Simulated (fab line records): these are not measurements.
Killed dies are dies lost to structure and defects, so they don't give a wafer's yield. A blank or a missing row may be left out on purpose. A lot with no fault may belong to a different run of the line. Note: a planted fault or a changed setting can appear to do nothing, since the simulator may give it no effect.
Which tool is to blame? / flow nandHarc / Sampling: 14 lots, 42 wafers, 6 of 1302 route steps

== WHAT THE GAUGES READ, wafer by wafer ==
NHARC_A_ONON_D2_THK_MEAS_11: measures by ellipsometry.
lot=L254; measured=day 12 06:22; on=filmMetro-02; thkNm (nm)=1011 1010 1009
lot=L255; measured=day 13 05:20; on=filmMetro-01; thkNm (nm)=1014 1012 1014
lot=L257; measured=day 13 12:16; on=filmMetro-01; thkNm (nm)=1019 1017 1018
lot=L262; measured=day 15 23:25; on=filmMetro-02; thkNm (nm)=941 941 940
lot=L263; measured=day 15 23:29; on=filmMetro-02; thkNm (nm)=992 992 992
lot=L264; measured=day 16 11:10; on=filmMetro-02; thkNm (nm)=963 964 963
lot=L265; measured=day 17 07:31; on=filmMetro-02; thkNm (nm)=1006 1006 1007
lot=L270; measured=day 19 07:35; on=filmMetro-02; thkNm (nm)=1002 1003 1004
lot=L271; measured=day 19 15:23; on=filmMetro-02; thkNm (nm)=1004 1003 1003
lot=L272; measured=day 19 23:48; on=filmMetro-01; thkNm (nm)=1004 1006 1004
lot=L274; measured=day 20 15:11; on=filmMetro-02; thkNm (nm)=1003 1004 1003
lot=L275; measured=day 21 11:41; on=filmMetro-02; thkNm (nm)=1000 1001 1001
lot=L276; measured=day 22 04:37; on=filmMetro-01; thkNm (nm)=993 997 995
lot=L277; measured=day 22 14:32; on=filmMetro-02; thkNm (nm)=998 1000 1000

NHARC_A_ONON_D2_THK_MEAS_18: measures by ellipsometry.
lot=L254; measured=day 12 14:52; on=filmMetro-02; thkNm (nm)=1021 1023 1021
lot=L255; measured=day 13 13:35; on=filmMetro-01; thkNm (nm)=1003 1000 999
lot=L257; measured=day 13 21:28; on=filmMetro-01; thkNm (nm)=994 994 994
lot=L262; measured=day 16 08:01; on=filmMetro-01; thkNm (nm)=992 991 991
lot=L263; measured=day 16 08:04; on=filmMetro-02; thkNm (nm)=1001 1000 1004
lot=L264; measured=day 17 04:04; on=filmMetro-02; thkNm (nm)=990 992 991
lot=L265; measured=day 17 15:31; on=filmMetro-02; thkNm (nm)=1000 1002 1004
lot=L270; measured=day 19 17:02; on=filmMetro-02; thkNm (nm)=991 990 989
lot=L271; measured=day 19 23:27; on=filmMetro-01; thkNm (nm)=1008 1009 1011
lot=L272; measured=day 20 08:05; on=filmMetro-01; thkNm (nm)=995 994 994
lot=L274; measured=day 20 23:29; on=filmMetro-02; thkNm (nm)=1016 1017 1018
lot=L275; measured=day 21 20:23; on=filmMetro-01; thkNm (nm)=1013 1012 1011
lot=L276; measured=day 22 12:58; on=filmMetro-02; thkNm (nm)=986 985 985
lot=L277; measured=day 23 00:04; on=filmMetro-02; thkNm (nm)=1007 1007 1006

NHARC_A_ONON_D2_THK_MEAS_21: measures by ellipsometry.
lot=L254; measured=day 12 15:26; on=filmMetro-02; thkNm (nm)=1010 1009 1011
lot=L255; measured=day 13 14:09; on=filmMetro-01; thkNm (nm)=997 995 996
lot=L257; measured=day 13 22:01; on=filmMetro-02; thkNm (nm)=1013 1013 1012
lot=L262; measured=day 16 08:35; on=filmMetro-01; thkNm (nm)=994 996 995
lot=L263; measured=day 16 08:46; on=filmMetro-01; thkNm (nm)=1007 1008 1007
lot=L264; measured=day 17 04:38; on=filmMetro-02; thkNm (nm)=1005 1007 1005
lot=L265; measured=day 17 16:05; on=filmMetro-02; thkNm (nm)=1002 1002 1002
lot=L270; measured=day 19 17:37; on=filmMetro-02; thkNm (nm)=1012 1013 1014
lot=L271; measured=day 20 00:07; on=filmMetro-01; thkNm (nm)=1004 1004 1004
lot=L272; measured=day 20 08:39; on=filmMetro-01; thkNm (nm)=987 987 987
lot=L274; measured=day 21 00:04; on=filmMetro-01; thkNm (nm)=995 997 995
lot=L275; measured=day 21 20:58; on=filmMetro-01; thkNm (nm)=1004 1002 1001
lot=L276; measured=day 22 13:32; on=filmMetro-02; thkNm (nm)=990 992 989
lot=L277; measured=day 23 00:38; on=filmMetro-02; thkNm (nm)=993 994 991

NHARC_A_ONON_D2_THK_MEAS_24: measures by ellipsometry.
lot=L254; measured=day 12 16:01; on=filmMetro-01; thkNm (nm)=988 985 986
lot=L255; measured=day 13 14:43; on=filmMetro-02; thkNm (nm)=996 996 998
lot=L257; measured=day 13 22:35; on=filmMetro-02; thkNm (nm)=989 988 987
lot=L262; measured=day 16 09:10; on=filmMetro-02; thkNm (nm)=1004 1004 1006
lot=L263; measured=day 16 09:31; on=filmMetro-02; thkNm (nm)=990 990 989
lot=L264; measured=day 17 05:13; on=filmMetro-02; thkNm (nm)=991 990 990
lot=L265; measured=day 17 16:40; on=filmMetro-02; thkNm (nm)=1001 1000 1001
lot=L270; measured=day 19 18:10; on=filmMetro-02; thkNm (nm)=998 1001 1000
lot=L271; measured=day 20 00:43; on=filmMetro-01; thkNm (nm)=993 993 992
lot=L272; measured=day 20 09:13; on=filmMetro-02; thkNm (nm)=1008 1009 1006
lot=L274; measured=day 21 00:37; on=filmMetro-01; thkNm (nm)=1001 1002 1001
lot=L275; measured=day 21 21:31; on=filmMetro-01; thkNm (nm)=1003 1003 1004
lot=L276; measured=day 22 14:07; on=filmMetro-01; thkNm (nm)=1002 1003 1003
lot=L277; measured=day 23 01:12; on=filmMetro-02; thkNm (nm)=996 997 997

NHARC_END_SORT_01.
lot=L264; measured=day 28 13:18; on=prober-02; killedAtArray=74 82; killedAtOther=0 1; killedAtPeriphery=0 2; killedDies=74 85; killedOpen=0 7; killedShort=3 4

== WHAT TOOL EACH LOT RAN ON (gives the tool, then ch and the chambers of the sampled wafers, and finally the start) ==
lot=L254; NHARC_A_ONON_D2_DEP_09=pecvdOnon-04 ch 0, day 12 05:51
lot=L255; NHARC_A_ONON_D2_DEP_09=pecvdOnon-03 ch 0, day 13 04:49
lot=L257; NHARC_A_ONON_D2_DEP_09=pecvdOnon-01 ch 0, day 13 11:46
lot=L262; NHARC_A_ONON_D2_DEP_09=pecvdOnon-04 ch 0, day 15 22:55
lot=L263; NHARC_A_ONON_D2_DEP_09=pecvdOnon-03 ch 0, day 15 22:58
lot=L264; NHARC_A_ONON_D2_DEP_09=pecvdOnon-04 ch 0, day 16 10:47
lot=L265; NHARC_A_ONON_D2_DEP_09=pecvdOnon-01 ch 0, day 17 07:04
lot=L270; NHARC_A_ONON_D2_DEP_09=pecvdOnon-03 ch 0, day 19 07:08
lot=L271; NHARC_A_ONON_D2_DEP_09=pecvdOnon-04 ch 0, day 19 14:53
lot=L272; NHARC_A_ONON_D2_DEP_09=pecvdOnon-03 ch 0, day 19 23:25
lot=L274; NHARC_A_ONON_D2_DEP_09=pecvdOnon-03 ch 0, day 20 14:44
lot=L275; NHARC_A_ONON_D2_DEP_09=pecvdOnon-01 ch 0, day 21 11:10
lot=L276; NHARC_A_ONON_D2_DEP_09=pecvdOnon-04 ch 0, day 22 04:06
lot=L277; NHARC_A_ONON_D2_DEP_09=pecvdOnon-01 ch 0, day 22 14:05
- NHARC_A_ONON_D2_DEP_09: target thk 1000 nm.

== WHAT THE TOOLS THEMSELVES READ (means of the sampled wafers that have a number; where no wafer has one, the mark that the record gives instead) ==
NHARC_A_ONON_D2_DEP_09.
lot=L254; tool=pecvdOnon-04; sih4FlowSccm (sccm)=210.0
lot=L255; tool=pecvdOnon-03; sih4FlowSccm (sccm)=209.2
lot=L257; tool=pecvdOnon-01; sih4FlowSccm (sccm)=209.5
lot=L262; tool=pecvdOnon-04; sih4FlowSccm (sccm)=209.5
lot=L263; tool=pecvdOnon-03; sih4FlowSccm (sccm)=209.9
lot=L264; tool=pecvdOnon-04; sih4FlowSccm (sccm)=209.6
lot=L265; tool=pecvdOnon-01; sih4FlowSccm (sccm)=209.3
lot=L270; tool=pecvdOnon-03; sih4FlowSccm (sccm)=209.5
lot=L271; tool=pecvdOnon-04; sih4FlowSccm (sccm)=210.9
lot=L272; tool=pecvdOnon-03; sih4FlowSccm (sccm)=209.4
lot=L274; tool=pecvdOnon-03; sih4FlowSccm (sccm)=209.9
lot=L275; tool=pecvdOnon-01; sih4FlowSccm (sccm)=209.6
lot=L276; tool=pecvdOnon-04; sih4FlowSccm (sccm)=209.3
lot=L277; tool=pecvdOnon-01; sih4FlowSccm (sccm)=209.7

== THE ANSWER, worked out from the rows above alone ==
Rule: the lots themselves supply what counts as usual. Put in order of their means at a reading, lots are off if they are a third of the lots or fewer, leave a main group of 4 or more, and stand apart from it by a gap of 3 or more times the standard deviation of the main group's means; of several such gaps the widest counts. A main group whose means are all the same, to the digits that the tables above print for the reading, isn't used. A lot without any number at a reading at which 4 lots or more have one is off too. Any other lot the step has rows for is counted as sound. The gauges are gone through in route order, then the tools' own readings, and for those a lot's mean is taken as printed above. The first step at which some lot is off is used, and at that step the reading that is off furthest; a lot without a number counts as furthest.
Off at NHARC_A_ONON_D2_THK_MEAS_11 (thkNm): L262, L264. The main group: mean 1004 nm, standard deviation 7.
If a tool, at a process step before that reading, ran all the lots that are off and no sound lot after the first of them, it fits. Gauges at NHARC_A_ONON_D2_THK_MEAS_11: tried the same way as those tools. Of those tried, none fits.

== WHAT HAD BEEN PUT IN BY THE SIMULATOR ==
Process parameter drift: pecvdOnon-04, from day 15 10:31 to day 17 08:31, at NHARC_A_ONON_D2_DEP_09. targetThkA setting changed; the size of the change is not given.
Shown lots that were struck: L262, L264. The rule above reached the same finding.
